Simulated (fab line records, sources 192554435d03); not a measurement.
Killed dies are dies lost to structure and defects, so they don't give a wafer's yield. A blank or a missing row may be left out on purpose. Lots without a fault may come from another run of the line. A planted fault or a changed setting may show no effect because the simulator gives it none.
fab line records | flow n5_finfet
record lots=7 wafers=39
route steps=1938 shown FIN_CUT@169 DUMMY_GATE@215 SPACER0@259
start_h: hours from the record's first day to the start of the lot's first wafer shown | wait_h: hours since the lot's step before | " the same as in the row above | L1.1+2: a row that stands for several wafers | - no value, or no start given | * or withheld: withheld | < > ~ a bound
route shown NAME@n: a module of which the file shows steps, and the number in the route of the first | usual: mean/standard deviation of fault-free wafers | same: alike in all rows | chamber/n: place in a boat | sites: the reading at each site | _std_site: their standard deviation | _edge_site: outer sites' mean less inner sites' | radius_mm: how far each site lies from the wafer's centre | mask NAME#n: copy n | behind: the tool/chamber that last shaped the wafer | hold: why the lot was held/for how many hours/how that ended | device: the transistor (n, p or np) that didn't switch | end of line: the same wafers' tests at the end of the route | a step without rows: its recipe alone | killed: dies lost to structure and defects at the first sort, not the wafer's yield | map: a wafer's dies, x killed, . not, _ none there
set.NAME: the setting as run; set.NAME@STEP: as run at that earlier step | model.NAME: the simulator's own value behind a step, which no gauge read
lots whose settings were changed on purpose; a table a step, a row a wafer
## steps
# step N5_FIN_CUT_ETCH_21
# recipe chemistry=N2/H2 target=SOC target_depth_a=2190 overetch_a=438 mask_material=SiARC temp_c=40 ion_energy_ev=100 bias_w=61 time_s=523.5 pressure_mtorr=30 source_w=850 n2_flow_sccm=200 h2_flow_sccm=200
# columns lot.wafer tool chamber start_h wait_h set.time_s model.SiARC_of_FIN_CUT_COAT_19.thk_nm model.FIN_CUT.cd_offset_nm
L074.1 rie_diel-06 0 27.82 0.0 428 13.4 -1.8
L074.2 " 1 " " 523.5 12.2 -0.4
L074.3 " 2 " " 428 13.6 -1
L074.4 " 3 " " 523.5 11.6 0.6
L074.5 " 1 " " 428 13.6 -1.4
L074.6 " 0 " " 523.5 11.8 -0.6
L076.1 rie_diel-05 3 39.83 0.0 523.5 12.4 -0.2
L076.2 " 2 " " 643.2 10.4 0.8
L076.3 " 0 " " 523.5 12 0.4
L076.4 " 1 " " 643.2 10.6 1.2
L076.5 " 2 " " 523.5 12.2 -0.6
L076.6 " 1 " " 643.2 10.4 1.4
L078.1 rie_diel-06 2 50.42 0.0 645.9 10.2 1.4
L078.2 " 3 " " 645.9 9.8 1.6
L078.3 " 0 " " 523.5 11.8 -0.6
L078.4 " 1 " " 645.9 10.4 1
L078.5 " 1 " " 523.5 12.2 -0.2
L078.6 " 2 " " 523.5 12.2 0.2
L079.1 rie_diel-06 3 57.13 0.0 523.5 11.6 1
L079.2 " 0 " " 559.9 11.2 0.4
L079.3 " 1 " " 523.5 12.2 0.6
L079.4 " 2 " " 559.9 11.6 1.2
L079.5 " 3 " " 559.9 11 1.4
L079.6 " 0 " " 523.5 11.8 0.2
L087.1 rie_diel-05 1 106.92 0.0 523.5 12 -0.6
L087.2 " 2 " " 643.9 10.2 0.8
L087.3 " 0 " " 523.5 11.8 0
L087.4 " 1 " " 643.9 10.2 0.6
L087.5 " 0 " " 643.9 9.8 1.4
L087.6 " 2 " " 523.5 12 -0.8
L090.1 rie_diel-06 3 122.95 0.0 523.5 11.6 0.4
L090.2 " 2 " " 428.8 13.4 -0.4
L090.3 " 1 " " 523.5 12.2 -0.4
L090.4 " 0 " " 428.8 13.4 -1.2
L090.5 " 2 " " 523.5 12 0.4
L090.6 " 3 " " 428.8 13.2 -1
L095.1 rie_diel-05 0 154.20 0.0 523.5 11.8 -0.2
L095.2 " 1 " " 523.5 11.8 0.2
L095.4 " 3 " " 523.5 11.8 0
# step N5_FIN_CUT_STRIP_23
# recipe chemistry=N2/H2 temp_c=40 n2_flow_sccm=200 h2_flow_sccm=200 rf_frequency_hz=6e+07
# step N5_FIN_CUT_STRIP_31
# recipe chemistry=N2/H2 temp_c=40 n2_flow_sccm=200 h2_flow_sccm=200 rf_frequency_hz=6e+07
# step N5_FIN_CUT_STRIP_24
# recipe chemistry=CF4 resist=SiARC power_w=300 bias_power_w=75 pressure_mtorr=50 cf4_flow_sccm=150 rf_frequency_hz=6e+07
# step N5_FIN_CUT_CUT_ETCH_26
# recipe chemistry=CH3F/O2 target=SiNx target_depth_a=390 mask_material=SOC time_s=55.7 pressure_mtorr=30 source_w=395 bias_w=73 Ar_flow_sccm=150 CH3F_flow_sccm=30 O2_flow_sccm=20 ion_energy_ev=120
# columns lot.wafer tool chamber start_h wait_h set.time_s@FIN_CUT_ETCH_21 model.FIN_CUT.cd_offset_nm
L074.1 rie_diel-06 0 28.17 0.0 428 -2
L074.2+6 " 1,0 " " 523.5 -0.6
L074.3 " 2 " " 428 -1
L074.4 " 3 " " 523.5 0.4
L074.5 " 1 " " 428 -1.6
L076.1 rie_diel-05 3 40.17 0.0 523.5 -0.2
L076.2 " 2 " " 643.2 0.8
L076.3 " 0 " " 523.5 0.4
L076.4 " 1 " " 643.2 1.2
L076.5 " 2 " " 523.5 -0.6
L076.6 " 1 " " 643.2 1.4
L078.1 rie_diel-06 2 50.77 0.0 645.9 1.2
L078.2 " 3 " " 645.9 1.4
L078.3 " 0 " " 523.5 -0.6
L078.4 " 1 " " 645.9 1
L078.5 " 1 " " 523.5 -0.2
L078.6 " 2 " " 523.5 0.2
L079.1 rie_diel-06 3 57.47 0.0 523.5 1
L079.2 " 0 " " 559.9 0.4
L079.3 " 1 " " 523.5 0.6
L079.4+5 " 2,3 " " 559.9 1.2
L079.6 " 0 " " 523.5 0.2
L087.1 rie_diel-05 1 107.26 0.0 523.5 -0.6
L087.2 " 2 " " 643.9 0.8
L087.3 " 0 " " 523.5 0
L087.4 " 1 " " 643.9 0.6
L087.5 " 0 " " 643.9 1.2
L087.6 " 2 " " 523.5 -0.8
L090.1 rie_diel-06 3 123.29 0.0 523.5 0.2
L090.2 " 2 " " 428.8 -0.6
L090.3 " 1 " " 523.5 -0.4
L090.4+6 " 0,3 " " 428.8 -1.2
L090.5 " 2 " " 523.5 0.4
L095.1 rie_diel-05 0 154.55 0.0 523.5 -0.2
L095.2+4 " 1,3 " " 523.5 0
# step N5_FIN_CUT_CUT_ETCH_27
# recipe chemistry=CHF3/O2 target=SiO2 target_depth_a=40 mask_material=SOC overetch_a=20 time_s=4.9 pressure_mtorr=30 source_w=650 bias_w=170 Ar_flow_sccm=200 CHF3_flow_sccm=50 O2_flow_sccm=5 ion_energy_ev=200
# columns lot.wafer tool chamber start_h wait_h set.time_s@FIN_CUT_ETCH_21 model.FIN_CUT.cd_offset_nm
L074.1 rie_diel-06 0 28.21 0.0 428 -2
L074.2+6 " 1,0 " " 523.5 -0.6
L074.3 " 2 " " 428 -1
L074.4 " 3 " " 523.5 0.6
L074.5 " 1 " " 428 -1.6
L076.1 rie_diel-05 3 40.22 0.0 523.5 -0.2
L076.2 " 2 " " 643.2 1
L076.3 " 0 " " 523.5 0.4
L076.4 " 1 " " 643.2 1.2
L076.5 " 2 " " 523.5 -0.6
L076.6 " 1 " " 643.2 1.4
L078.1 rie_diel-06 2 50.81 0.0 645.9 1.2
L078.2 " 3 " " 645.9 1.4
L078.3 " 0 " " 523.5 -0.8
L078.4 " 1 " " 645.9 1
L078.5 " 1 " " 523.5 -0.2
L078.6 " 2 " " 523.5 0.2
L079.1 rie_diel-06 3 57.52 0.0 523.5 1
L079.2 " 0 " " 559.9 0.4
L079.3 " 1 " " 523.5 0.6
L079.4+5 " 2,3 " " 559.9 1.4
L079.6 " 0 " " 523.5 0.2
L087.1 rie_diel-05 1 107.31 0.0 523.5 -0.6
L087.2 " 2 " " 643.9 0.8
L087.3 " 0 " " 523.5 -0.2
L087.4 " 1 " " 643.9 0.4
L087.5 " 0 " " 643.9 1.2
L087.6 " 2 " " 523.5 -0.8
L090.1+5 rie_diel-06 3,2 123.34 0.0 523.5 0.4
L090.2 " 2 " " 428.8 -0.6
L090.3 " 1 " " 523.5 -0.4
L090.4 " 0 " " 428.8 -1.4
L090.6 " 3 " " 428.8 -1
L095.1 rie_diel-05 0 154.59 0.0 523.5 -0.2
L095.2+4 " 1,3 " " 523.5 0.2
# step N5_DUMMY_GATE_CVD_03
# recipe material=a-Si target_thk_a=1500 temp_c=530 precursor=SiH4 time_s=8042
# columns lot.wafer tool chamber start_h wait_h set.time_s model.a-Si_of_DUMMY_GATE_CVD_03.thk_nm
L074.1+4 - - - 0.1 8116 153
L074.2 " - " " 8116 152.8
L074.3 " - " " 8116 151.8
L074.5 " - " " 8116 152.2
L074.6 " - " " 8116 152.4
L076.1 - - - 0.1 7993 149.8
L076.2 " - " " 7993 150.2
L076.3 " - " " 7993 149.6
L076.4 " - " " 7993 150.4
L076.5 " - " " 7993 150
L076.6 " - " " 7993 150.6
L078.1+3+5+6 - - - 0.1 7926 145.8
L078.2 " - " " 7926 145.2
L078.4 " - " " 7926 146.4
L079.1+5 - - - 0.1 7917 146.8
L079.2 " - " " 7917 147.6
L079.3 " - " " 7917 147.2
L079.4 " - " " 7917 148.8
L079.6 " - " " 7917 146.4
L087.1 - - - 2.0 7977 147
L087.2 " - " " 7977 147.4
L087.3 " - " " 7977 148
L087.4+6 " - " " 7977 146.8
L087.5 " - " " 7977 149.2
L090.1 - - - 0.1 8042 149
L090.2 " - " " 8042 149.4
L090.3+6 " - " " 8042 147.8
L090.4 " - " " 8042 148.4
L090.5 " - " " 8042 148.8
L095.1 lpcvd-01 0/15 165.50 0.1 8042 149.6
L095.2 " 0/20 " " 8042 150.8
L095.4 " 0/29 " " 8042 149.8
# step N5_DUMMY_GATE_ETCH_37
# recipe chemistry=N2/H2 target=SOC target_depth_a=600 overetch_a=300 temp_c=40 ion_energy_ev=200 pressure_mtorr=30 source_w=840 bias_w=150 n2_flow_sccm=200 h2_flow_sccm=200
# usual rf_vpp_V=524.0/2.8
# columns lot.wafer tool chamber start_h wait_h set.source_w rf_vpp_V
L074.1 rie_diel-05 0 49.15 0.0 888.1 510.9
L074.2 " 3 " " 840 522.0
L074.3 " 1 " " 840 522.1
L074.4 " 2 " " 888.1 516.9
L074.5 " 2 " " 888.1 516.5
L074.6 " 1 " " 840 520.5
L076.1 rie_diel-01 2 59.09 0.0 947 503.9
L076.2 " 1 " " 840 525.8
L076.3 " 0 " " 840 528.4
L076.4 " 3 " " 947 501.6
L076.5 " 1 " " 947 505.0
L076.6 " 0 " " 840 527.5
L078.1 rie_diel-05 1 70.18 0.0 840 520.7
L078.2 " 2 " " 840 527.2
L078.3 " 0 " " 840 520.9
L078.4 " 3 " " 964.7 495.5
L078.5 " 3 " " 964.7 497.6
L078.6 " 2 " " 964.7 502.9
L079.1 rie_diel-05 1 75.64 0.0 840 522.1
L079.2 " 3 " " 840 519.0
L079.3 " 0 " " 840 520.9
L079.4 " 2 " " 840 527.1
L079.5 " 2 " " 840 529.2
L079.6 " 1 " " 840 520.8
L087.1 rie_diel-05 0 132.21 0.0 840 520.4
L087.2 " 2 " " 840 526.8
L087.3 " 1 " " 840 523.2
L087.4 " 3 " " 840 528.2
L087.5 " 1 " " 840 519.1
L087.6 " 0 " " 840 520.0
L090.1 rie_diel-01 3 142.77 0.0 840 523.0
L090.2 " 1 " " 840 524.7
L090.3 " 2 " " 735 548.4
L090.4 " 0 " " 735 549.1
L090.5 " 1 " " 840 526.3
L090.6 " 2 " " 735 546.7
L095.1 rie_diel-05 0 174.22 0.0 840 518.9
L095.2 " 1 " " 840 521.6
L095.4 " 1 " " 840 521.0
# step N5_DUMMY_GATE_ETCH_31
# recipe chemistry=C4F6/O2 target=SiO2 mask_material=SOC target_depth_a=825 time_s=27.5 ion_energy_ev=250 pressure_mtorr=30 source_w=345 bias_w=185 Ar_flow_sccm=300 C4F6_flow_sccm=10 O2_flow_sccm=10
# columns lot.wafer tool chamber start_h wait_h set.target_depth_a model.etch.depth_nm model.SOC_of_DUMMY_GATE_COAT_34.thk_nm
L074.1 rie_diel-01 1 49.43 0.0 825 83.49 51.8
L074.2 " 3 " " 921.8 93.69 50.2
L074.3 " 0 " " 921.8 92.57 50.8
L074.4 " 2 " " 921.8 92.06 50.6
L074.5 " 1 " " 825 83.57 51.8
L074.6 " 2 " " 825 82.19 51.4
L076.1 rie_diel-05 1 59.37 0.0 888.4 86.3 51.4
L076.2 " 0 " " 888.4 89.71 51.2
L076.3 " 3 " " 825 80.84 52.2
L076.4 " 2 " " 888.4 88.65 51.2
L076.5 " 2 " " 825 81.91 52
L076.6 " 3 " " 825 79.61 52
L078.1 rie_diel-01 1 70.81 0.1 825 84.34 51.8
L078.2 " 3 " " 825 82.91 51.8
L078.3 " 0 " " 825 83.19 51.8
L078.4 " 2 " " 825 82.48 51.8
L078.5 " 1 " " 825 84.32 52
L078.6 " 0 " " 825 82.99 52
L079.1 rie_diel-05 2 75.92 0.0 825 81.89 51.8
L079.2 " 1 " " 825 80 51.8
L079.3 " 0 " " 893.8 88.63 51
L079.4 " 3 " " 893.8 86.41 51.2
L079.5 " 0 " " 825 81.62 51.6
L079.6 " 3 " " 893.8 86.17 51.4
L087.1 rie_diel-06 3 132.70 0.2 825 84.36 51.8
L087.2 " 1 " " 855.7 83.84 52
L087.3 " 0 " " 855.7 86.23 51.8
L087.4 " 0 " " 825 83.39 52
L087.5 " 3 " " 855.7 87.15 51.6
L087.6 " 1 " " 825 81.46 52.2
L090.1 rie_diel-05 2 143.21 0.2 929.6 92.81 50.6
L090.2 " 0 " " 929.6 94.05 50.8
L090.3 " 3 " " 825 84.8 51.6
L090.4 " 1 " " 929.6 92.07 51
L090.5 " 0 " " 825 83.77 51.6
L090.6 " 1 " " 825 81.68 51.8
L095.1 rie_diel-01 0 174.72 0.1 825 82.25 51.8
L095.2 " 1 " " 825 82.38 51.8
L095.4 " 3 " " 825 80.87 51.6
# step N5_SPACER0_ALD_00
# recipe material=SiOCN target_thk_a=35 temp_c=400 ald_precursor_family=alkyl-aminosilane ald_co_reactant=O2/N2-plasma pulse_time_s=3 purge_time_s=2 co_reactant_purge_time_s=2 ald_cycles=58 pressure_torr=2
# columns lot.wafer tool chamber start_h wait_h set.ald_cycles model.SiOCN_of_SPACER0_ALD_00.thk_nm
L074.1+6 ald_sin-03 1 50.64 0.1 58 3.6
L074.2+3+4+5 " 2,3,0,2 " " 58 3.4
L076.1+2 ald_sin-03 3,1 60.62 0.1 58 3.6
L076.3 " 2 " " 58 3.4
L076.4+5+6 " 0,1,2 " " 63 3.8
L078.1+3+5 ald_sin-03 3,0,1 71.74 0.1 49 3
L078.2+4+6 " 2,1,2 " " 58 3.4
L079.1 ald_sin-04 2 76.83 0.1 58 3.6
L079.2+3+4 " 0,3,1 " " 50 3
L079.5+6 " 2,3 " " 58 3.4
L087.1+5+6 ald_sin-02 2,3,2 134.22 0.1 49 3
L087.2 " 0 " " 58 3.4
L087.3+4 " 1,3 " " 58 3.6
L090.1+4 ald_sin-03 2,1 144.13 0.1 58 3.4
L090.2+3 " 3,0 " " 52 3.2
L090.5 " 3 " " 58 3.6
L090.6 " 0 " " 52 3
L095.1+2+4 ald_sin-02 3,2,2 175.65 0.1 58 3.4
## key
split step=N5_FIN_CUT_ETCH_21 setting=time_s stated=523.5 by=wafer
response step=N5_FIN_CUT_ETCH_21 reading=model.SiARC_of_FIN_CUT_COAT_19.thk_nm change=-0.0814 per=1% r=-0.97
response step=N5_FIN_CUT_ETCH_21 reading=model.FIN_CUT.cd_offset_nm change=+0.0611 per=1% r=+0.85
response step=N5_FIN_CUT_CUT_ETCH_26 reading=model.FIN_CUT.cd_offset_nm change=+0.0594 per=1% r=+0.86
response step=N5_FIN_CUT_CUT_ETCH_27 reading=model.FIN_CUT.cd_offset_nm change=+0.0622 per=1% r=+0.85
split step=N5_DUMMY_GATE_CVD_03 setting=time_s stated=8042 by=lot
response step=N5_DUMMY_GATE_CVD_03 reading=model.a-Si_of_DUMMY_GATE_CVD_03.thk_nm change=+2.26 per=1% r=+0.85
split step=N5_DUMMY_GATE_ETCH_37 setting=source_w stated=840 by=wafer
response step=N5_DUMMY_GATE_ETCH_37 reading=rf_vpp_V change=-1.74 per=1% r=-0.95
split step=N5_DUMMY_GATE_ETCH_31 setting=target_depth_a stated=825 by=wafer
response step=N5_DUMMY_GATE_ETCH_31 reading=model.etch.depth_nm change=+0.796 per=1% r=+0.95
response step=N5_DUMMY_GATE_ETCH_31 reading=model.SOC_of_DUMMY_GATE_COAT_34.thk_nm change=-0.0808 per=1% r=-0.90
split step=N5_SPACER0_ALD_00 setting=ald_cycles stated=58 by=wafer
response step=N5_SPACER0_ALD_00 reading=model.SiOCN_of_SPACER0_ALD_00.thk_nm change=+0.0313 per=1% r=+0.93
